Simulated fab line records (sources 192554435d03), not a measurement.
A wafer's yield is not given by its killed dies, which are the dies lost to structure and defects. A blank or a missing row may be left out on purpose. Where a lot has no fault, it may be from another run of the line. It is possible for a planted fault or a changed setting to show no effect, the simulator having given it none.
fab line records	flow n5Finfet
[record] lots = 8	wafers = 24	lastDay = 17
route steps=1938 shown BEOL_M0_CUTY@709 BEOL_M0@715 BEOL_M4@1111 PASSIVATION@1936
lots that met no fault: from a run of the same line without faults
startH: the number of hours between the record's first day and the start of the first shown wafer of the lot	waitH: hours since the lot's step before	" unchanged from the row above	L1.1+2: one row covering several wafers at once	- either no value or no given start	* or withheld: withheld	< > ~ a bound
route shown NAME@n: a module of which the file shows steps, and the number in the route of the first	usual: mean and standard deviation over wafers with no fault	same: alike in all rows	chamber/n: place in a boat	sites: per-site readings	_std_site: their standard deviation	_edge_site: mean of outer sites minus mean of inner sites	radiusMm: how far each site lies from the wafer's centre	mask NAME#n: copy n	behind: the tool/chamber that last shaped the wafer	hold: the reason the lot was held/the length of the hold in hours/how it ended	device: whichever transistor did not switch (one of n, p or np)	end of line: the route-end tests of the same wafers	a step given without rows: its recipe and nothing more	killed: not the wafer's yield, but the dies lost to structure and defects at the first sort	map: a wafer's dies, marking killed ones x, the rest . and places with no die _
set.NAME: the run value of the setting; set.NAME@STEP: its run value at that earlier step	model.NAME: the simulator's own value behind a step, which no gauge read
the route's steps for a sample of lots (tables are steps, rows are wafers)
services: the hour from which a tool's chamber was out of use, counted from the record's first day as startH (under 0 if before that day), plus the number of hours and why
[[steps]]
[step N5_BEOL_M0_CUTY_OVL_MEAS_58]
[recipe] pointsPerWafer = 44
[usual] M0_ABLK_OVL = -0.1/0.65
lot.wafer	tool	chamber	startH	waitH	M0_ABLK_OVL[nm]
L218.2	overlay-02	0	124.75	0.0	0.1
L218.3	"	0	"	"	0.4
L218.5	"	0	"	"	-0.1
L223.1	overlay-02	0	155.34	0.0	0.1
L223.5	"	0	"	"	0.4
L223.6	"	0	"	"	0.3
L224.3	overlay-01	0	158.92	0.0	0.0
L224.4	"	0	"	"	0.4
L224.6	"	0	"	"	0.6
L234.4	overlay-01	0	223.51	0.0	-0.2
L234.5	"	0	"	"	-0.6
L234.6	"	0	"	"	0.1
L235.3	overlay-02	0	224.62	0.0	-0.8
L235.4	"	0	"	"	-0.8
L235.5	"	0	"	"	-1.0
L236.1	overlay-02	0	234.92	0.0	0.1
L236.4	"	0	"	"	0.0
L236.6	"	0	"	"	-0.3
L237.1	overlay-01	0	239.93	0.0	-0.5
L237.3	"	0	"	"	-1.4
L237.4	"	0	"	"	-0.4
L238.1	overlay-02	0	246.78	0.0	-0.3
L238.3	"	0	"	"	0.6
L238.5	"	0	"	"	0.7
[step N5_BEOL_M0_CUTY_DESCUM_61]
[recipe] chemistry = O2	timeS = 7.9	sourcePowerW = 50	biasPowerW = 20	pressureMtorr = 20	rfFrequencyHz = 2.712e+07	tempC = 40	resist = CAR-ArF-block	o2FlowSccm = 225
[usual] drypumpMotorCurrentA = 5.7/0.51	oesProductAu = 0.77/0.072	rfVppV = 242.8/1.6	showerheadPlenumPTorr = 2.07/0.07	throttleValvePct = 20.57/0.17
lot.wafer	tool	chamber	startH	waitH	drypumpMotorCurrentA	oesProductAu	rfHoursCounterH	rfVppV	showerheadPlenumPTorr	throttleValvePct
L218.2	rieDiel-05	3	124.94	0.2	5.4	0.77	148	244.1	2.10	20.47
L218.3	"	2	"	"	6.5	0.82	109	242.4	2.11	20.29
L218.5	"	2	"	"	6.5	0.82	-	243.6	2.11	20.29
L223.1	rieDiel-05	1	155.40	0.0	6.1	0.74	190	240.5	1.97	20.61
L223.5	"	3	"	"	5.5	0.76	-	244.5	2.09	20.49
L223.6	"	0	"	"	5.7	0.75	-	243.2	2.09	20.79
L224.3	rieDiel-05	0	158.97	0.0	5.7	0.73	174	243.2	2.09	20.80
L224.4	"	2	"	"	6.5	0.80	122	242.4	2.10	20.31
L224.6	"	1	"	"	6.1	0.75	-	241.2	1.97	20.61
L234.4	rieDiel-05	0	223.66	0.1	5.7	0.72	197	242.3	2.08	20.83
L234.5	"	3	"	"	5.4	0.75	-	242.9	2.09	20.52
L234.6	"	2	"	"	6.5	0.78	-	243.2	2.10	20.34
L235.3	rieDiel-05	0	224.80	0.2	5.7	0.72	198	241.5	2.08	20.84
L235.4	"	3	"	"	5.4	0.74	182	242.3	2.09	20.53
L235.5	"	0	"	"	5.7	0.72	-	243.6	2.08	20.84
L236.1	rieDiel-05	0	235.29	0.3	5.7	0.71	203	242.9	2.08	20.86
L236.4	"	1	"	"	6.1	0.72	220	241.8	1.96	20.64
L236.6	"	0	"	"	5.7	0.72	-	243.2	2.08	20.85
L237.1	rieDiel-04	3	240.12	0.2	4.8	0.71	181	242.2	2.00	20.73
L237.3	"	1	"	"	5.8	0.83	69	243.0	2.12	20.65
L237.4	"	2	"	"	4.9	0.69	227	244.2	2.16	20.58
L238.1	rieDiel-05	2	246.83	0.0	6.5	0.78	153	243.9	2.09	20.36
L238.3	"	3	"	"	5.4	0.73	191	243.7	2.08	20.54
L238.5	"	1	"	"	6.1	0.72	-	242.9	1.96	20.67
[step N5_BEOL_M0_ETCH_138]
[recipe] chemistry = CH3F/O2	targetDepthA = 120	target = SiCN	timeS = 31.6	ionEnergyEv = 120	pressureMtorr = 30	sourceW = 395	biasW = 75	Ar_flow_sccm = 150	CH3F_flow_sccm = 30	O2_flow_sccm = 20	ends = cleared
[usual] CH3F_flow_sccm = 30.00/0.084	O2_flow_sccm = 20.00/0.064	drypumpMotorCurrentA = 5.7/0.52	etchRfOnTimeS = 29.3/0.93	oesProductAu = 0.66/0.063	rfVppV = 296.9/1.5	showerheadPlenumPTorr = 1.98/0.069	throttleValvePct = 16.44/0.18
lot.wafer	tool	chamber	startH	waitH	CH3F_flow_sccm	O2_flow_sccm	drypumpMotorCurrentA	etchRfOnTimeS	oesProductAu	rfHoursCounterH	rfVppV	showerheadPlenumPTorr	throttleValvePct
L218.2	rieDiel-05	3	125.14	0.0	30.04	19.95	5.4	28.7	0.67	148	296.5	2.00	16.35
L218.3	"	2	"	"	30.00	20.02	6.5	28.9	0.69	109	297.2	2.00	16.16
L218.5	"	2	"	"	30.05	20.00	6.5	29.3	0.70	-	298.2	2.00	16.14
L223.1	rieDiel-05	1	155.61	0.0	-	-	-	-	-	-	-	-	-
L223.5	"	3	"	"	-	-	-	-	-	-	-	-	-
L223.6	"	0	"	"	-	-	-	-	-	-	-	-	-
L224.3	rieDiel-05	0	159.18	0.0	-	-	-	-	-	-	-	-	-
L224.4	"	2	"	"	-	-	-	-	-	-	-	-	-
L224.6	"	1	"	"	-	-	-	-	-	-	-	-	-
L234.4	rieDiel-05	0	223.87	0.0	30.11	19.97	5.7	30.6	0.62	197	296.7	1.97	16.63
L234.5	"	3	"	"	30.03	19.92	5.4	29.4	0.65	-	295.4	1.99	16.39
L234.6	"	2	"	"	30.03	20.02	6.5	29.1	0.67	-	296.0	1.99	16.20
L235.3	rieDiel-05	0	225.00	0.0	30.00	19.94	5.8	30.1	0.61	198	296.7	1.97	16.64
L235.4	"	3	"	"	30.01	19.98	5.4	28.5	0.64	182	297.6	1.99	16.39
L235.5	"	0	"	"	29.96	19.85	5.7	29.6	0.62	-	298.0	1.97	16.63
L236.1	rieDiel-05	0	235.50	0.0	29.89	20.03	5.7	30.5	0.60	203	297.5	1.97	16.66
L236.4	"	1	"	"	29.84	19.92	6.1	28.9	0.61	220	294.7	1.87	16.61
L236.6	"	0	"	"	29.87	20.05	5.8	30.7	0.61	-	296.2	1.97	16.65
L237.1	rieDiel-04	3	240.32	0.0	29.89	19.91	4.9	28.3	0.61	181	296.0	1.92	16.64
L237.3	"	1	"	"	29.83	20.04	5.8	28.8	0.72	69	297.6	2.04	16.55
L237.4	"	2	"	"	29.90	20.06	4.9	31.1	0.59	227	297.7	2.07	16.52
L238.1	rieDiel-05	2	247.04	0.0	30.12	19.93	6.5	29.2	0.66	153	296.7	1.98	16.23
L238.3	"	3	"	"	30.01	19.98	5.4	28.1	0.64	191	296.7	1.99	16.42
L238.5	"	1	"	"	29.96	20.11	6.1	29.4	0.61	-	295.4	1.87	16.60
[step N5_BEOL_M0_HM_OPEN_105]
[recipe] chemistry = Cl2/BCl3	targetDepthA = 120	target = TiN	ionEnergyEv = 150	pressureMtorr = 10	icpW = 1000	biasW = 126	Cl2_flow_sccm = 53.25	bcl3FlowSccm = 21.75	Ar_flow_sccm = 25
[usual] drypumpMotorCurrentA = 5.5/0.36	oesProductAu = 0.84/0.082	throttleValvePct = 21.78/0.17
lot.wafer	tool	chamber	startH	waitH	drypumpMotorCurrentA	oesProductAu	rfHoursCounterH	throttleValvePct
L218.2	rieMetal-03	0	125.85	0.7	6.1	0.74	56	21.88
L218.3	"	0	"	"	6.0	0.75	-	21.89
L218.5	"	0	"	"	6.1	0.74	-	21.88
L223.1	rieMetal-01	0	155.70	0.1	5.4	0.89	12	21.77
L223.5	"	0	"	"	5.4	0.89	-	21.76
L223.6	"	1	"	"	5.2	0.81	-	22.04
L224.3	rieMetal-01	1	161.31	2.1	5.2	0.80	-	22.05
L224.4	"	0	"	"	5.3	0.89	-	21.78
L224.6	"	1	"	"	5.2	0.81	-	22.03
L234.4	rieMetal-01	0	224.09	0.2	5.3	0.86	-	21.79
L234.5	"	0	"	"	5.3	0.86	-	21.78
L234.6	"	1	"	"	5.2	0.80	-	22.04
L235.3	rieMetal-03	1	225.45	0.4	5.1	0.91	-	21.57
L235.4	"	0	"	"	6.0	0.73	-	21.89
L235.5	"	1	"	"	5.1	0.90	-	21.56
L236.1	rieMetal-03	0	237.12	1.6	6.0	0.73	64	21.89
L236.4	"	0	"	"	6.0	0.74	-	21.88
L236.6	"	1	"	"	5.2	0.89	-	21.57
L237.1	rieMetal-03	0	243.12	2.8	6.0	0.74	65	21.87
L237.3	"	0	"	"	6.0	0.73	-	21.89
L237.4	"	1	"	"	5.1	0.89	-	21.59
L238.1	rieMetal-02	0	251.50	4.4	5.5	0.75	51	21.64
L238.3	"	0	"	"	5.5	0.75	-	21.65
L238.5	"	1	"	"	5.8	0.88	-	21.95
[step N5_BEOL_M0_ETCH_128]
[recipe] chemistry = CF4/N2	targetDepthA = 120	overetchA = 51	target = SiCN	timeS = 21.4	ionEnergyEv = 150	pressureMtorr = 40	sourceW = 430	biasW = 70	Ar_flow_sccm = 100	cf4FlowSccm = 60	n2FlowSccm = 60
[usual] biasW = 70.01/0.22	cf4FlowSccm = 59.98/0.16	drypumpMotorCurrentA = 5.7/0.52	oesProductAu = 0.54/0.054	rfVppV = 382.1/2.1	showerheadPlenumPTorr = 2.19/0.081	throttleValvePct = 15.53/0.19
lot.wafer	tool	chamber	startH	waitH	biasW	cf4FlowSccm	drypumpMotorCurrentA	oesProductAu	rfHoursCounterH	rfVppV	showerheadPlenumPTorr	throttleValvePct
L218.2	rieDiel-06	1	126.23	0.0	70.35	60.01	5.6	0.51	167	377.7	2.03	15.61
L218.3	"	0	"	"	70.10	59.94	6.4	0.47	232	382.5	2.18	15.56
L218.5	"	2	"	"	70.25	60.13	5.6	0.66	-	382.5	2.24	15.08
L223.1	rieDiel-05	3	156.25	0.3	69.91	60.07	5.4	0.28	159	383.6	2.19	15.40
L223.5	"	1	"	"	70.30	59.93	6.1	0.27	-	380.1	2.09	15.72
L223.6	"	2	"	"	70.29	59.89	6.5	0.30	-	382.8	2.21	15.32
L224.3	rieDiel-04	1	161.57	0.0	70.38	60.12	5.8	0.32	35	382.8	2.25	15.55
L224.4	"	0	"	"	69.90	59.99	6.0	0.28	138	385.4	2.30	15.57
L224.6	"	1	"	"	69.82	60.07	5.8	0.33	-	382.6	2.25	15.55
L234.4	rieDiel-04	1	224.40	0.0	70.00	59.94	5.8	0.60	62	383.7	2.24	15.61
L234.5	"	1	"	"	69.80	60.10	5.8	0.59	-	382.7	2.24	15.60
L234.6	"	2	"	"	69.74	60.06	4.9	0.49	-	383.5	2.27	15.59
L235.3	rieDiel-04	2	225.99	0.2	69.67	60.00	4.9	0.49	221	383.2	2.27	15.60
L235.4	"	1	"	"	70.25	59.69	5.8	0.58	63	382.9	2.24	15.63
L235.5	"	1	"	"	70.00	59.99	5.8	0.57	-	382.0	2.24	15.62
L236.1	rieDiel-06	2	237.43	0.0	69.84	59.65	5.6	0.60	42	383.9	2.23	15.15
L236.4	"	1	"	"	69.96	59.97	5.6	0.49	203	377.7	2.02	15.68
L236.6	"	2	"	"	69.95	59.95	5.6	0.60	-	381.7	2.23	15.15
L237.1	rieDiel-04	3	243.60	0.0	70.10	60.07	4.9	0.48	182	379.8	2.11	15.70
L237.3	"	0	"	"	69.98	59.97	6.0	0.50	157	384.7	2.30	15.60
L237.4	"	1	"	"	69.65	59.87	5.8	0.58	70	384.5	2.24	15.63
L238.1	rieDiel-06	3	252.49	0.4	69.81	59.99	5.1	0.60	37	381.2	2.15	15.22
L238.3	"	1	"	"	70.22	59.95	5.6	0.49	209	377.4	2.02	15.69
L238.5	"	1	"	"	69.82	59.95	5.6	0.50	-	377.1	2.02	15.69
[step N5_BEOL_M0_OCD_MEAS_108]
[usual] trenchDepthNm = 32.9/0.71
lot.wafer	tool	chamber	startH	waitH	trenchDepthNm
L218.2	ocd-02	-	126.38	0.1	32.6
L218.3	"	-	"	"	32.1
L218.5	"	-	"	"	33.3
L223.1	ocd-01	-	156.39	0.1	0
L223.5	"	-	"	"	0
L223.6	"	-	"	"	0
L224.3	ocd-02	-	161.72	0.1	0
L224.4	"	-	"	"	0.0
L224.6	"	-	"	"	0.1
L234.4	ocd-02	-	224.55	0.1	33.1
L234.5	"	-	"	"	32.6
L234.6	"	-	"	"	31.0
L235.3	ocd-02	-	226.14	0.1	31.5
L235.4	"	-	"	"	33.0
L235.5	"	-	"	"	32.5
L236.1	ocd-02	-	237.58	0.1	33.2
L236.4	"	-	"	"	33.5
L236.6	"	-	"	"	33.5
L237.1	ocd-02	-	243.75	0.1	33.8
L237.3	"	-	"	"	33.4
L237.4	"	-	"	"	32.8
L238.1	ocd-02	-	252.64	0.1	32.5
L238.3	"	-	"	"	31.7
L238.5	"	-	"	"	32.4
[step N5_BEOL_M4_RC_MEAS_101]
[usual] DIBL_N = 35.9/1.9	DIBL_P = 35.8/2.4	IOFF_N = 0.15/0.031	IOFF_P = 0.21/0.037	ION_N = 672/13	ION_P = 462/8.3	SS_N = 71.5/0.72	SS_P = 73.2/0.67	VT_N = 250/3.4	VT_P = -250/3.4
lot.wafer	tool	chamber	startH	waitH	DIBL_N[mV/V]	DIBL_P[mV/V]	IOFF_N[nA/um]	IOFF_P[nA/um]	ION_N[uA/um]	ION_P[uA/um]	SS_N[mV/dec]	SS_P[mV/dec]	VT_N[mV]	VT_P[mV]
L218.2	prober-02	0	184.98	0.2	32.8	33.2	0.11	0.14	650	452	70.8	72.9	255	-258
L218.3	"	0	"	"	33.6	34.1	0.11	0.14	640	435	70.8	73.1	259	-259
L218.5	"	0	"	"	32.4	32.9	0.10	0.13	651	444	70.5	72.6	258	-258
L235.3	prober-01	0	276.05	0.3	36.3	34.0	0.16	0.20	682	465	71.4	73.8	250	-250
L235.4	"	0	"	"	33.1	30.0	0.10	0.14	656	453	71.2	72.4	254	-253
L235.5	"	0	"	"	34.3	32.4	0.12	0.17	669	461	70.8	72.6	252	-255
L234.4	prober-01	0	287.27	0.5	35.1	33.9	0.13	0.17	674	463	71.7	72.8	254	-256
L234.5	"	0	"	"	38.3	38.0	0.18	0.23	693	480	71.4	73.7	250	-249
L234.6	"	0	"	"	37.1	36.6	0.16	0.20	674	455	72.0	73.1	251	-253
L236.1	prober-01	0	295.81	0.0	37.3	37.4	0.19	0.26	682	470	71.5	73.0	244	-246
L236.4	"	0	"	"	35.4	36.2	0.16	0.23	676	472	70.8	73.6	247	-248
L236.6	"	0	"	"	35.8	35.8	0.17	0.23	688	471	70.9	72.9	247	-248
L238.1	prober-01	0	310.02	0.0	38.1	39.6	0.19	0.26	677	462	72.5	74.5	246	-246
L238.3	"	0	"	"	37.9	38.2	0.18	0.23	696	474	72.1	74.2	249	-248
L238.5	"	0	"	"	35.8	37.0	0.15	0.20	674	464	71.2	74.0	251	-251
L237.1	prober-02	0	310.27	0.0	36.2	39.0	0.16	0.23	667	459	71.7	73.3	252	-248
L237.3	"	0	"	"	37.0	39.4	0.16	0.22	662	451	71.6	73.5	249	-250
L237.4	"	0	"	"	35.5	37.0	0.14	0.19	672	461	71.8	73.1	252	-250
[step N5_PASSIVATION_PROBE_49]
[usual] defectLimitedYield = 91.6/1.2	killed_at_M0_to_M3 = 33/9.4	killed_at_M4_up = 13/5.2	killedAtContacts = 13/5.6	killedAtFrontEnd = 37/9.5	killedAtOther = 4/3.1	killedDies = 99/15	killedOnRim = 13/3.6	killedOpen = 65/11	killedShort = 32/7.5	sort_bin_5_function = 4.9/0.77	sort_bin_6_memory = 3.1/0.65	sortNPass = 1081/15	sortYieldPct = 91.6/1.2
[same] grossDies = 1180	killedAtBackSide = 0	sort_bin_4_leakage[%] = 0	sort_bin_8_speed[%] = 0
lot.wafer	tool	chamber	startH	waitH	defectLimitedYield[%]	killed_at_M0_to_M3	killed_at_M4_up	killedAtContacts	killedAtFrontEnd	killedAtOther	killedDies	killedOnRim	killedOpen	killedShort	sort_bin_5_function[%]	sort_bin_6_memory[%]	sortNPass	sortYieldPct[%]
L224.3	prober-01	-	321.90	0.1	0	1132	12	3	33	0	1180	152	52	24	97.5	2.3	0	0
L224.4	prober-01	-	321.95	0.2	0	1102	23	7	47	1	1180	152	83	26	96.0	3.8	0	0
L224.6	prober-01	-	322.05	0.3	0	1115	19	5	40	1	1180	152	62	36	96.9	2.8	0	0
L223.1	prober-02	-	323.79	0.0	0	1100	14	9	50	7	1180	152	71	46	96.0	3.5	0	0
L223.5	prober-02	-	323.99	0.2	0	1120	6	17	33	4	1180	152	44	35	97.4	2.4	0	0
L223.6	prober-02	-	324.04	0.3	0	1101	18	14	37	10	1180	152	70	35	96.7	3.0	0	0
L235.4	prober-01	-	376.48	0.2	88.1	51	15	11	60	3	140	17	83	56	6.3	5.0	1040	88.1
// killed by level:class
L224.3 BEOL_M0:areaEtch=1102 FIN_SAQP:geometricParticle:open=9 BEOL_M3:geometricParticle:open=8 BEOL_M2:geometricParticle:open=6 BEOL_M4:geometricParticle:open=5 BEOL_M0_SAQP:geometricParticle:short=5 BEOL_M0:geometricParticle:open=4 BEOL_M4:geometricParticle:short=4
L224.4 BEOL_M0:areaEtch=1071 STI_FIN_REVEAL:geometricParticle:open=15 BEOL_M3:geometricParticle:open=12 FIN_SAQP:geometricParticle:open=10 BEOL_M4:geometricParticle:open=9 BEOL_M5:geometricParticle:open=8 FIN_SAQP:geometricParticle:short=7 DUMMY_GATE:geometricParticle:open=6
L224.6 BEOL_M0:areaEtch=1082 FIN_SAQP:geometricParticle:short=12 BEOL_M0_SAQP:geometricParticle:open=10 BEOL_M0_SAQP:geometricParticle:short=8 STI_FIN_REVEAL:geometricParticle:open=7 BEOL_M4:geometricParticle:open=7 BEOL_M2:geometricParticle:open=6 BEOL_M3:geometricParticle:open=6
L223.1 BEOL_M0:areaEtch=1063 FIN_SAQP:geometricParticle:short=13 STI_FIN_REVEAL:geometricParticle:open=12 FIN_SAQP:geometricParticle:open=10 BEOL_M0_SAQP:geometricParticle:open=9 MOL_CONTACT_COAG:geometricParticle:open=9 BEOL_M0_SAQP:geometricParticle:short=9 BEOL_M1:geometricParticle:short=6
L223.5 BEOL_M0:areaEtch=1101 MOL_CONTACT_COAG:geometricParticle:open=14 FIN_SAQP:geometricParticle:short=8 FIN_SAQP:geometricParticle:open=6 BEOL_M1:geometricParticle:open=5 SPACER0:geometricParticle:open=4 GATE_CUT:geometricParticle:short=3 MOL_CONTACT_COAG:geometricParticle:short=3
L223.6 BEOL_M0:areaEtch=1075 MOL_CONTACT_COAG:geometricParticle:open=13 FIN_SAQP:geometricParticle:short=8 FIN_SAQP:geometricParticle:open=8 BEOL_M4:geometricParticle:open=8 BEOL_M2:geometricParticle:open=8 PASS1_CAP:geometricParticle:open=6 BEOL_M1:geometricParticle:short=6
L235.4 FIN_SAQP:geometricParticle:open=18 FIN_SAQP:geometricParticle:short=16 BEOL_M0_SAQP:geometricParticle:short=12 BEOL_M3:geometricParticle:open=9 MOL_CONTACT_COAG:geometricParticle:open=9 BEOL_M0_SAQP:geometricParticle:open=9 GATE_CUT:geometricParticle:short=8 BEOL_M1:geometricParticle:open=8
[[services]]
tool	chamber	startH	hours	kind
rieMetal-02	1	101.61	-	clean
rieMetal-02	1	101.61	17.6	scheduledDown
rieMetal-02	1	101.61	17.6	ventCycle
rieDiel-06	3	112.52	-	clean
rieDiel-06	3	112.52	-	consumableReplace:focusRing
rieDiel-06	3	112.52	19.5	scheduledDown
rieDiel-06	3	112.52	19.5	ventCycle
rieDiel-05	-	130.49	0.3	repair
rieDiel-04	0	167.03	32.6	repair
rieDiel-04	3	191.39	5.6	repair
rieMetal-01	-	204.00	0.5	repair
rieDiel-06	0	204.57	-	clean
rieDiel-06	0	204.57	-	consumableReplace:focusRing
rieDiel-06	0	204.57	14.5	scheduledDown
rieDiel-06	0	204.57	14.5	ventCycle
rieDiel-05	-	219.24	0.6	repair
rieDiel-06	-	226.50	4.3	pm
rieDiel-06	2	244.62	10.0	repair
rieDiel-05	1	249.20	16.5	repair
[[key]]
[firstSign] step = N5_BEOL_M0_ETCH_138	reading = toolRecord	direction = missing
[effect] step = N5_BEOL_M0_ETCH_128	reading = oesProductAu	direction = down	sigmas = 4.5	usual = 0.54	struck = 0.30
[effect] step = N5_BEOL_M0_OCD_MEAS_108	reading = trenchDepthNm	direction = down	sigmas = 46	usual = 32.9	struck = 0.0
[effect] step = N5_PASSIVATION_PROBE_49	reading = sort_bin_5_function	direction = up	sigmas = 99+	usual = 4.9	struck = 96.8
[moreKillsBornAt] N5_BEOL_M0_ETCH_138@rieDiel-05 = 6494
metAt N5_BEOL_M0_ETCH_138
struckLots L223,L224
laterRowsLeftOut L223.1,L223.5,L223.6,L224.3,L224.4,L224.6
notActingAt N5_BEOL_M0_CUTY_OVL_MEAS_58,N5_BEOL_M0_CUTY_DESCUM_61,N5_BEOL_M0_HM_OPEN_105
onsetBetween 125.14 155.61
[fault] kind = skippedStepWhole	tool = rieDiel-05	chamber = -	onsetH = 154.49	steps = N5_BEOL_M0_ETCH_138	scope = struckLotsOnly
// laterRowsLeftOut: the simulator's readings of these wafers behind a module that went badly wrong aren't trusted and aren't shown, but for the sort
